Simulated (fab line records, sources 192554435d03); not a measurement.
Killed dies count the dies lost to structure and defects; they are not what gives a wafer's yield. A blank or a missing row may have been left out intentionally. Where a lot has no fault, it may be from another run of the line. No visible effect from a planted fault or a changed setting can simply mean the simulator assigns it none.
Which tool is to blame? | flow n5-finfet | 24 lots, 72 wafers sampled, at 5 steps of a route of 1938

## WHAT THE GAUGES READ, wafer by wafer
N5_BEOL_M3_OVL_MEAS_29. Usual: V2_OVL 0.2 nm, standard deviation 0.82.
lot  | measured     | on         | V2_OVL (nm)    | flag
L074 | day 7 03:46  | overlay-01 | -0.4 0.9 0.1   |
L075 | day 7 03:58  | overlay-01 | 1.6 0.5 0.2    |
L076 | day 7 13:26  | overlay-01 | 0.6 0.0 0.6    |
L077 | day 7 23:42  | overlay-01 | 1.1 1.0 1.5    |
L078 | day 8 00:20  | overlay-01 | -0.3 1.2 -0.2  |
L079 | day 8 07:34  | overlay-01 | 0.9 0.7 0.6    |
L080 | day 8 15:08  | overlay-02 | 0.5 1.5 1.0    |
L081 | day 8 20:09  | overlay-01 | 0.2 0.2 0.0    |
L082 | day 9 09:37  | overlay-01 | 1.4 0.5 1.0    |
L083 | day 9 14:48  | overlay-02 | -0.1 -0.1 0.5  |
L084 | day 9 14:51  | overlay-01 | 0.3 0.5 -0.9   |
L085 | day 10 03:54 | overlay-01 | 0.5 0.5 1.0    |
L086 | day 10 06:26 | overlay-02 | -0.4 0.7 0.6   |
L087 | day 10 15:44 | overlay-01 | 0.7 0.6 0.7    |
L088 | day 10 16:16 | overlay-02 | 1.1 0.5 1.2    |
L090 | day 11 01:32 | overlay-02 | 0.2 -0.2 0.4   |
L089 | day 11 08:31 | overlay-02 | -0.7 -0.3 -0.2 |
L091 | day 11 11:40 | overlay-01 | -0.2 -0.9 -0.2 |
L092 | day 11 15:06 | overlay-02 | 0.7 -0.2 0.2   |
L093 | day 11 18:23 | overlay-02 | -1.6 -1.6 -1.4 |
L094 | day 12 16:17 | overlay-01 | -1.5 0.3 -1.6  |
L095 | day 12 22:06 | overlay-02 | 0.4 -0.4 -0.2  |
L096 | day 13 03:56 | overlay-02 | -0.2 0.5 0.7   |
L097 | day 13 04:10 | overlay-02 | -1.5 -0.4 -0.6 |

N5_BEOL_M3_INSPECT_30: inspects for defects (brightfield). Usual: raw-defect-count 399, standard deviation 110.
lot  | measured     | on                | raw-defect-count | flag
L074 | day 7 03:48  | defect-inspect-02 | 407 379 367      |
L075 | day 7 04:01  | defect-inspect-01 | 363 397 402      |
L076 | day 7 13:30  | defect-inspect-02 | 373 336 286      |
L077 | day 7 23:45  | defect-inspect-02 | 267 315 299      |
L078 | day 8 00:24  | defect-inspect-02 | 308 373 409      |
L079 | day 8 07:38  | defect-inspect-02 | 386 314 442      |
L080 | day 8 15:12  | defect-inspect-02 | 356 514 417      |
L081 | day 8 20:12  | defect-inspect-02 | 355 403 412      |
L082 | day 9 09:41  | defect-inspect-02 | 367 394 368      |
L083 | day 9 14:50  | defect-inspect-01 | 452 412 285      |
L084 | day 9 14:54  | defect-inspect-01 | 316 280 230      |
L085 | day 10 03:57 | defect-inspect-01 | 472 897 602      |
L086 | day 10 06:29 | defect-inspect-01 | 243 440 350      |
L087 | day 10 15:48 | defect-inspect-02 | 395 391 401      |
L088 | day 10 16:19 | defect-inspect-02 | 372 441 491      |
L090 | day 11 01:35 | defect-inspect-01 | 467 309 353      |
L089 | day 11 08:34 | defect-inspect-01 | 406 414 330      |
L091 | day 11 11:43 | defect-inspect-02 | 417 498 383      |
L092 | day 11 15:10 | defect-inspect-02 | 301 410 360      |
L093 | day 11 18:27 | defect-inspect-01 | 389 282 149      |
L094 | day 12 16:20 | defect-inspect-01 | 578 499 450      |
L095 | day 12 22:10 | defect-inspect-02 | 521 350 449      |
L096 | day 13 03:59 | defect-inspect-01 | 445 328 298      |
L097 | day 13 04:13 | defect-inspect-01 | 454 270 337      |

N5_BEOL_M3_CD_MEAS_35: target cd 18 nm, target cd y 21 nm. Usual: cd-nm 17.6 nm, standard deviation 0.46.
lot  | measured     | on        | cd-nm (nm)     | flag
L074 | day 7 06:02  | cd-sem-01 | 18.3 17.9 18.5 |
L075 | day 7 06:07  | cd-sem-01 | 17.2 17.3 17.3 |
L076 | day 7 15:24  | cd-sem-02 | 16.8 17.6 17.8 |
L077 | day 8 02:04  | cd-sem-02 | 17.4 17.7 16.9 |
L078 | day 8 07:07  | cd-sem-01 | 17.3 17.1 17.8 |
L079 | day 8 18:53  | cd-sem-02 | 16.8 16.6 17.1 |
L080 | day 8 18:50  | cd-sem-02 | 17.6 18.4 17.7 |
L081 | day 8 21:58  | cd-sem-01 | 18.3 17.4 17.3 |
L082 | day 9 13:17  | cd-sem-01 | 16.8 17.3 18.1 |
L083 | day 9 16:30  | cd-sem-01 | 17.9 17.4 18.5 |
L084 | day 9 16:32  | cd-sem-02 | 18.2 17.5 17.3 |
L085 | day 10 05:49 | cd-sem-01 | 17.2 17.3 17.6 |
L086 | day 10 08:49 | cd-sem-02 | 17.7 16.9 17.2 |
L087 | day 10 19:10 | cd-sem-03 | 18.2 18.0 17.8 |
L088 | day 11 00:20 | cd-sem-03 | 17.2 17.4 18.1 |
L090 | day 11 06:11 | cd-sem-03 | 17.2 17.0 17.3 |
L089 | day 11 19:56 | cd-sem-02 | 18.2 17.9 18.3 |
L091 | day 12 04:40 | cd-sem-01 | 17.9 16.9 17.1 |
L092 | day 12 04:43 | cd-sem-03 | 17.6 17.1 17.9 |
L093 | day 12 06:26 | cd-sem-01 | 18.1 17.4 17.7 |
L094 | day 12 20:35 | cd-sem-02 | 17.3 17.5 17.4 |
L095 | day 13 02:02 | cd-sem-02 | 18.0 18.1 18.5 |
L096 | day 13 10:18 | cd-sem-01 | 18.4 17.9 18.2 |
L097 | day 13 05:05 | cd-sem-03 | 17.8 18.3 16.7 |

## WHAT TOOL EACH LOT RAN ON (gives the tool, then ch and the chambers of the sampled wafers, and finally the start)
lot  | N5_BEOL_M3_ETCH_77                 | N5_BEOL_M3_STRIP_97
L074 | rie-diel-06 ch 0,1,2, day 7 03:52  | rie-diel-02 ch 2,3, day 7 06:02 or earlier
L075 | rie-diel-06 ch 1,2, day 7 04:05    | rie-diel-06 ch 0,1,2, day 7 06:07 or earlier
L076 | rie-diel-02 ch 0,1,3, day 7 13:34  | rie-diel-02 ch 1,2,3, day 7 15:24 or earlier
L077 | rie-diel-04 ch 0,2,3, day 7 23:50  | rie-diel-02 ch 1,2,3, day 8 02:04 or earlier
L078 | rie-diel-02 ch 0,2,3, day 8 00:28  | rie-diel-02 ch 1,2,3, day 8 07:07 or earlier
L079 | rie-diel-02 ch 0,1,3, day 8 07:48  | rie-diel-06 ch 1,2,3, day 8 18:53 or earlier
L080 | rie-diel-02 ch 1,2,3, day 8 15:16  | rie-diel-04 ch 0,1, day 8 18:50 or earlier
L081 | rie-diel-02 ch 0,2, day 8 20:16    | rie-diel-02 ch 2,3, day 8 21:58 or earlier
L082 | rie-diel-02 ch 0,2,3, day 9 09:45  | rie-diel-02 ch 0,3, day 9 13:17 or earlier
L083 | rie-diel-02 ch 1,2,3, day 9 14:55  | rie-diel-02 ch 0,1,3, day 9 16:30 or earlier
L084 | rie-diel-04 ch 1,2, day 9 14:58    | rie-diel-06 ch 0,3, day 9 16:32 or earlier
L085 | rie-diel-04 ch 1,2,3, day 10 04:01 | rie-diel-02 ch 0,1,3, day 10 05:49 or earlier
L086 | rie-diel-04 ch 1,3, day 10 06:34   | rie-diel-06 ch 0,1, day 10 08:49 or earlier
L087 | rie-diel-06 ch 0,2,3, day 10 15:52 | rie-diel-06 ch 0,1, day 10 19:10 or earlier
L088 | rie-diel-02 ch 0,3, day 10 16:23   | rie-diel-06 ch 0,1,3, day 11 00:20 or earlier
L090 | rie-diel-06 ch 0,3, day 11 01:40   | rie-diel-02 ch 1,3, day 11 06:11 or earlier
L089 | rie-diel-06 ch 1,2, day 11 08:38   | rie-diel-02 ch 0,1,2, day 11 19:56 or earlier
L091 | rie-diel-02 ch 0,2,3, day 11 11:47 | rie-diel-02 ch 0,2,3, day 12 04:40 or earlier
L092 | rie-diel-04 ch 1,2, day 11 15:19   | rie-diel-04 ch 0,1,3, day 12 04:43 or earlier
L093 | rie-diel-04 ch 0,2, day 11 18:59   | rie-diel-04 ch 1,2, day 12 06:26 or earlier
L094 | rie-diel-04 ch 0,2, day 12 16:24   | rie-diel-06 ch 2,3, day 12 20:35 or earlier
L095 | rie-diel-06 ch 0,1, day 12 22:14   | rie-diel-04 ch 0,3, day 13 02:02 or earlier
L096 | rie-diel-02 ch 1,2,3, day 13 04:04 | rie-diel-06 ch 0,1,2, day 13 10:18 or earlier
L097 | rie-diel-02 ch 1,3, day 13 04:17   | rie-diel-02 ch 0,2,3, day 13 05:05 or earlier
- N5_BEOL_M3_ETCH_77: etches underlayer in N2/H2, target depth 6.5 nm, time 5.2 s.
- N5_BEOL_M3_STRIP_97: strips in N2/H2, time 10 s.

## WHAT THE TOOLS THEMSELVES READ (means of the sampled wafers that have a number; where no wafer has one, the mark that the record gives instead)
N5_BEOL_M3_ETCH_77. Usual: drypump-motor-current-A is 5.8 A with standard deviation 0.57, etch-rf-on-time-s is 5.23 s with standard deviation 0.23, oes-product-au is 0.65 a.u. with standard deviation 0.086, rf-fwd-power-W is 819.4 W with standard deviation 2.3, rf-vpp-V is 524.2 V with standard deviation 2.7, showerhead-plenum-p-Torr is 2.55 Torr with standard deviation 0.085, and throttle-valve-pct is 17.75 % with standard deviation 0.29.
lot  | tool        | drypump-motor-current-A (A) | etch-rf-on-time-s (s) | oes-product-au (a.u.) | rf-fwd-power-W (W) | rf-vpp-V (V) | showerhead-plenum-p-Torr (Torr) | throttle-valve-pct (%) | flag
L074 | rie-diel-06 | 5.8                         | 5.15                  | 0.71                  | 818.6              | 524.8        | 2.56                            | 17.71                  |
L075 | rie-diel-06 | 5.9                         | 5.08                  | 0.76                  | 819.4              | 523.0        | 2.51                            | 17.60                  |
L076 | rie-diel-02 | 6.0                         | 5.23                  | 0.68                  | 821.0              | 523.8        | 2.58                            | 17.61                  |
L077 | rie-diel-04 | 5.4                         | 5.39                  | 0.61                  | 821.2              | 524.4        | 2.56                            | 17.80                  |
L078 | rie-diel-02 | 6.4                         | 5.14                  | 0.70                  | 817.5              | 524.5        | 2.52                            | 17.72                  |
L079 | rie-diel-02 | 6.0                         | 5.27                  | 0.68                  | 821.5              | 525.0        | 2.58                            | 17.61                  |
L080 | rie-diel-02 | 6.0                         | 5.34                  | 0.60                  | 820.9              | 522.8        | 2.53                            | 17.83                  |
L081 | rie-diel-02 | 6.3                         | 5.04                  | 0.69                  | 819.7              | 523.0        | 2.48                            | 17.72                  |
L082 | rie-diel-02 | 6.4                         | 5.21                  | 0.69                  | 820.4              | 523.6        | 2.52                            | 17.72                  |
L083 | rie-diel-02 | 6.0                         | 5.20                  | 0.61                  | 819.4              | 524.3        | 2.53                            | 17.85                  |
L084 | rie-diel-04 | 5.4                         | 5.24                  | 0.62                  | 819.8              | 525.1        | 2.63                            | 17.74                  |
L085 | rie-diel-04 | 5.7                         | 5.42                  | 0.60                  | 818.1              | 523.3        | 2.55                            | 17.78                  |
L086 | rie-diel-04 | 6.0                         | 5.47                  | 0.58                  | 820.9              | 523.1        | 2.47                            | 17.81                  |
L087 | rie-diel-06 | 5.8                         | 5.10                  | 0.65                  | 820.8              | 522.0        | 2.52                            | 18.04                  |
L088 | rie-diel-02 | 6.4                         | 5.12                  | 0.73                  | 820.1              | 523.8        | 2.57                            | 17.53                  |
L090 | rie-diel-06 | 5.7                         | 5.19                  | 0.61                  | 817.5              | 524.5        | 2.57                            | 18.16                  |
L089 | rie-diel-06 | 5.9                         | 5.15                  | 0.72                  | 820.2              | 522.3        | 2.50                            | 17.65                  |
L091 | rie-diel-02 | 6.4                         | 5.23                  | 0.66                  | 818.0              | 522.6        | 2.51                            | 17.76                  |
L092 | rie-diel-04 | 5.4                         | 5.30                  | 0.60                  | 821.9              | 526.5        | 2.62                            | 17.76                  |
L093 | rie-diel-04 | 5.2                         | 5.32                  | 0.61                  | 822.2              | 526.6        | 2.64                            | 17.89                  |
L094 | rie-diel-04 | 5.2                         | 5.33                  | 0.61                  | 815.5              | 526.6        | 2.64                            | 17.87                  |
L095 | rie-diel-06 | 5.7                         | 5.21                  | 0.62                  | 819.7              | 525.2        | 2.61                            | 17.89                  |
L096 | rie-diel-02 | 5.9                         | 5.23                  | 0.68                  | 818.3              | 522.2        | 2.52                            | 17.71                  |
L097 | rie-diel-02 | 5.5                         | 5.26                  | 0.75                  | 818.3              | 525.3        | 2.58                            | 17.44                  |

N5_BEOL_M3_STRIP_97. Usual: drypump-motor-current-A 5.9 A, standard deviation 0.55; oes-product-au 0.78 a.u., standard deviation 0.1; rf-vpp-V 59.1 V, standard deviation 0.78; showerhead-plenum-p-Torr 2.55 Torr, standard deviation 0.081; throttle-valve-pct 23.4 %, standard deviation 0.44.
lot  | tool        | drypump-motor-current-A (A) | oes-product-au (a.u.) | rf-vpp-V (V) | showerhead-plenum-p-Torr (Torr) | throttle-valve-pct (%) | flag
L074 | rie-diel-02 | 6.4                         | 0.72                  | 58.1         | 2.50                            | 23.7                   |
L075 | rie-diel-06 | 5.8                         | 0.83                  | 59.5         | 2.56                            | 23.3                   |
L076 | rie-diel-02 | 5.9                         | 0.72                  | 59.0         | 2.53                            | 23.6                   |
L077 | rie-diel-02 | 6.0                         | 0.72                  | 60.2         | 2.53                            | 23.6                   |
L078 | rie-diel-02 | 6.0                         | 0.72                  | 58.8         | 2.53                            | 23.6                   |
L079 | rie-diel-06 | 5.6                         | 0.82                  | 58.7         | 2.49                            | 23.4                   |
L080 | rie-diel-04 | 5.9                         | 0.72                  | 59.1         | 2.64                            | 23.5                   |
L081 | rie-diel-02 | 6.5                         | 0.71                  | 59.4         | 2.50                            | 23.7                   |
L082 | rie-diel-02 | 6.5                         | 0.87                  | 59.6         | 2.57                            | 23.1                   |
L083 | rie-diel-02 | 6.0                         | 0.78                  | 59.2         | 2.57                            | 23.3                   |
L084 | rie-diel-06 | 5.4                         | 0.71                  | 59.2         | 2.51                            | 24.1                   |
L085 | rie-diel-02 | 6.0                         | 0.77                  | 59.3         | 2.57                            | 23.3                   |
L086 | rie-diel-06 | 5.6                         | 0.79                  | 58.5         | 2.58                            | 23.1                   |
L087 | rie-diel-06 | 5.7                         | 0.75                  | 59.7         | 2.61                            | 23.5                   |
L088 | rie-diel-06 | 5.5                         | 0.75                  | 58.6         | 2.54                            | 23.6                   |
L090 | rie-diel-02 | 5.6                         | 0.68                  | 59.2         | 2.58                            | 23.5                   |
L089 | rie-diel-02 | 5.9                         | 0.77                  | 58.6         | 2.53                            | 23.3                   |
L091 | rie-diel-02 | 6.4                         | 0.78                  | 59.7         | 2.51                            | 23.4                   |
L092 | rie-diel-04 | 5.8                         | 0.81                  | 59.9         | 2.66                            | 23.4                   |
L093 | rie-diel-04 | 5.8                         | 0.69                  | 59.4         | 2.62                            | 23.4                   |
L094 | rie-diel-06 | 5.9                         | 0.79                  | 58.4         | 2.45                            | 23.8                   |
L095 | rie-diel-04 | 5.7                         | 0.89                  | 60.2         | 2.68                            | 23.3                   |
L096 | rie-diel-06 | 5.8                         | 0.78                  | 60.3         | 2.54                            | 23.4                   |
L097 | rie-diel-02 | 6.4                         | 0.77                  | 58.6         | 2.50                            | 23.4                   |

## THE ANSWER, worked out from the rows above alone
Rule: take the mean of a lot's wafers that have a number; if it is more than 3 standard deviations from the usual mean, the lot is off. Also off: a lot with no number at a reading for which 4 or more lots have one. Any other lot the step has rows for is counted as sound. After the gauges, taken in route order, come the tools' own readings; for these a lot's mean is taken, as printed above. At the first step where some lot is off, the reading lying furthest off is the one used; lots without a number count as furthest.
No lot is off on any of the readings shown, so nothing can be concluded from this.

## WHAT THE SIMULATOR HAD PUT IN
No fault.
